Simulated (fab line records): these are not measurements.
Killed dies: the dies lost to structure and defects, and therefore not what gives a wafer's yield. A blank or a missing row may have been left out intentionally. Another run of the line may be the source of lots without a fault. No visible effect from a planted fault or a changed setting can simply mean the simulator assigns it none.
Problem report in the 8D (eight disciplines) form, filled by code | flow nand harc | the parts of the form that need people (team, actions taken, sign-off) are left out

## 1. THE ISSUE
Wafers without a fault read 109.4 s, standard deviation 0.44; run length s at NHARC_P_ZERO_WELL_ETCH_65 reads a mean of 112.3 s on 6 wafers belonging to 2 lots. Relative to the usual mean, that is a shift of +6.7 standard deviations.
The step: etches the open film in N2/H2, target depth 80 nm, overetch 24 nm, time 87.88 s.
First seen on wafer L280.3, day 10 15:24, on rie diel-09. At this step, 36 wafers from 12 lots have a number in the record. By rule, "out" or "out of limits" means more than 4 standard deviations away from the usual mean. The other wafers with a number count as sound.

## 2. WHAT IT IS, WHAT IT ISN'T
question                    | is                     | is not
which readings at this step | run length s           | chamber pressure mTorr, h2 flow sccm, oes product au, rf vpp V, showerhead plenum p Torr, throttle valve pct
which lots                  | L280, L281             | L259, L261, L263, L264, L270, L272, L273, L275, L279, L282
which wafers of those lots  | all that have a number | -
read on which tools         | rie diel-09            | rie diel-03, rie diel-08
when                        | from day 10 15:24      | up to then (27 sound wafers); but 3 sound wafers of L282 came after

## 3. THE SUSPECTS, EACH WITH WHAT RULES IT OUT
Counting: any tool at a process step up to the reading is kept as a suspect provided that every lot that is out went through it and no sound lot did after the first of them.
- rie diel-09 at NHARC_P_ZERO_WELL_ETCH_65 (etches the open film in N2/H2, target depth 80 nm, overetch 24 nm, time 87.88 s): kept. Every lot that is out went through it, starting with L280 (day 10 15:24), and after that it ran no sound lot; the last sound lot it ran before then is L275 (day 8 13:30). On those wafers its own readings are out: run length s.
Remaining after the count: rie diel-09 at NHARC_P_ZERO_WELL_ETCH_65.

## 4. THE CAUSE (what the simulator had put in)
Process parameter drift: rie diel-09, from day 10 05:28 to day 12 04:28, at NHARC_P_ZERO_WELL_ETCH_65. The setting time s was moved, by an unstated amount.
After counting, this tool was the only one left.

## 5. THE CHAIN OF EFFECTS, in route order
Each row: a reading where the mean over the struck wafers with a number is more than 3 standard deviations away from the usual. Scope: only readings with a usual standard deviation given in the record; hours: median across lots of the time from each lot's start at the first step in this table that gives one to its start at this step; sigmas: change in usual standard deviations.
hours | step                      | reading      | usual   | on struck wafers | change | sigmas
0     | NHARC_P_ZERO_WELL_ETCH_65 | run length s | 109.4 s | 112.3            | +2.9   | +6.7
Its process steps:
- NHARC_P_ZERO_WELL_ETCH_65: etches the open film in N2/H2, target depth 80 nm, overetch 24 nm, time 87.88 s.
Later measuring or inspecting steps at which every struck wafer that the step has a row for has a number for every such reading, and none has moved that far: NHARC_P_STI_OVL_MEAS_10.

## 6. WHAT WOULD HAVE CAUGHT IT SOONER
In this record no reading fell out of limits until day 10 15:24, 10 hours after the fault had begun at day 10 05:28.
